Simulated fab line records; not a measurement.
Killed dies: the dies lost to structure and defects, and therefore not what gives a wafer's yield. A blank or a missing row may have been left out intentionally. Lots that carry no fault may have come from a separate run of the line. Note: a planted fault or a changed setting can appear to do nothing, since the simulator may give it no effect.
Split-lot study -- flow n5_finfet -- 7 lots, 39 wafers read, on a route of 1938 steps

## THE SPLIT ITSELF
At N5_HKMG_FIN_ETCH_35 (etches SOC in N2/H2, target depth 215.8 nm, time 243.4 s), the setting source_w was moved away from the recipe's 3000 W on 18 of the 39 wafers read, by -17.2% to +14.2%. The other wafers ran this setting at the recipe's value.

The reading is taken at the split's own step.

## THE READING
rf_vpp_V, in V, at N5_HKMG_FIN_ETCH_35 (etches SOC in N2/H2, target depth 215.8 nm, time 243.4 s). Typical for fault-free wafers on this fab line: 141.6 V, with standard deviation 0.92 V.

wafer,"tool, chamber at the split","source_w as run, W",against the recipe,"rf_vpp_V, V",against lot-mates on the recipe
L079.1,"rie_diel-03, 3",3000,recipe,140.7,-
L079.2,"rie_diel-03, 0",3420,+14.0%,135.4,-5.0
L079.3,"rie_diel-03, 2",3420,+14.0%,135.8,-4.6
L079.4,"rie_diel-03, 0",3420,+14.0%,134.6,-5.8
L079.5,"rie_diel-03, 3",3000,recipe,140.8,-
L079.6,"rie_diel-03, 2",3000,recipe,139.8,-
L082.1,"rie_diel-03, 0",3417,+13.9%,135.6,-5.9
L082.2,"rie_diel-03, 1",3000,recipe,141.5,-
L082.3,"rie_diel-03, 3",3417,+13.9%,135.1,-6.4
L082.4,"rie_diel-03, 2",3000,recipe,142.2,-
L082.5,"rie_diel-03, 1",3000,recipe,140.9,-
L082.6,"rie_diel-03, 2",3417,+13.9%,135.5,-6.0
L085.1,"rie_diel-03, 1",3000,recipe,139.9,-
L085.2,"rie_diel-03, 2",3000,recipe,140.4,-
L085.3,"rie_diel-03, 0",2824,-5.9%,143.6,+3.4
L085.4,"rie_diel-03, 3",3000,recipe,140.3,-
L085.5,"rie_diel-03, 3",2824,-5.9%,144.0,+3.8
L085.6,"rie_diel-03, 2",2824,-5.9%,145.2,+5.0
L090.1,"rie_diel-06, 0",3000,recipe,142.7,-
L090.3,"rie_diel-06, 2",3000,recipe,141.3,-
L090.5,"rie_diel-06, 2",3000,recipe,141.0,-
L092.1,"rie_diel-01, 1",2729,-9.0%,145.5,+2.8
L092.2,"rie_diel-01, 2",3000,recipe,143.1,-
L092.3,"rie_diel-01, 3",2729,-9.0%,146.2,+3.5
L092.4,"rie_diel-01, 0",3000,recipe,142.2,-
L092.5,"rie_diel-01, 1",2729,-9.0%,145.7,+3.0
L092.6,"rie_diel-01, 0",3000,recipe,142.7,-
L093.1,"rie_diel-01, 3",3000,recipe,141.4,-
L093.2,"rie_diel-01, 0",3000,recipe,141.2,-
L093.3,"rie_diel-01, 2",3427,+14.2%,136.2,-4.9
L093.4,"rie_diel-01, 1",3427,+14.2%,133.0,-8.1
L093.5,"rie_diel-01, 1",3000,recipe,140.7,-
L093.6,"rie_diel-01, 2",3427,+14.2%,133.2,-7.9
L094.1,"rie_diel-03, 3",2483,-17.2%,151.0,+9.2
L094.2,"rie_diel-03, 2",3000,recipe,141.8,-
L094.3,"rie_diel-03, 1",3000,recipe,142.7,-
L094.4,"rie_diel-03, 0",2483,-17.2%,150.5,+8.7
L094.5,"rie_diel-03, 2",3000,recipe,140.8,-
L094.6,"rie_diel-03, 1",2483,-17.2%,151.5,+9.7

THE FIT
A straight line over all 39 wafers: rf_vpp_V changes by -0.494 V for each +1% of source_w; r = -0.98; the points scatter about the line by 0.97 V.
The same after taking each lot's own level away (the mean of its wafers on the recipe; 39 wafers): -0.468 V for each +1%; r = -0.98; scatter 0.94 V.
Per that fit: largest source_w move, reading shift of 8.1 V.
The span of the lots' own levels, 140.20 to 142.67 V, comes to 2.7 times the standard deviation stated above.
So the lot-to-lot level changes the slope little: the two slopes agree.
Check: with one of the wafers moved furthest among these (-17.2%) left out of the fit, the line predicts +8.14 V for it against its lot-mates. It came out at +9.23 V against them.
Tool readings at the split's step, against how far the setting was moved: rf_vpp_V r = -0.98.

## ADDITIONAL SPLITS CARRIED BY THESE WAFERS
These wafers also went through other splits before the reading. Each is held against what the fit with the lots' levels taken away leaves over:
other split on the same wafers,wafers away from the commonest value,r with rf_vpp_V (lot level and that fit taken away)
N5_DUMMY_GATE_EXPOSE_12 dose_mj,15,-0.15
N5_DUMMY_GATE_ETCH_37 source_w,15,-0.26
N5_SPACER0_ALD_00 ald_cycles,18,-0.33
N5_SD_EPI_P_EPI_21 temp_c,12,+0.36

## THE WHOLE CHAIN: every reading that the file lists as answering this split, in the file's order
step,what it does,reading,change (the file's fit),r (the file's)
N5_HKMG_FIN_ETCH_35,"etches SOC in N2/H2, target depth 215.8 nm, time 243.4 s",rf_vpp_V,-0.464 V for each +1% of the setting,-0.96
N5_HKMG_FIN_ETCH_35,"etches SOC in N2/H2, target depth 215.8 nm, time 243.4 s","etch.depth_nm (the simulator's own value, which no gauge read)",+1.79 nm for each +1% of the setting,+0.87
N5_HKMG_FIN_ETCH_35,"etches SOC in N2/H2, target depth 215.8 nm, time 243.4 s","SOC_of_HKMG_FIN_COAT_29.thk_nm (the simulator's own value, which no gauge read)",-1.78 nm for each +1% of the setting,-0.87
N5_HKMG_FIN_ETCH_35,"etches SOC in N2/H2, target depth 215.8 nm, time 243.4 s","HKMG_FIN.feature_depth_nm (the simulator's own value, which no gauge read)",+1.79 nm for each +1% of the setting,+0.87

## FILE'S OWN FIT
rf_vpp_V changes by -0.464 V for each +1% of source_w, r = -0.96.
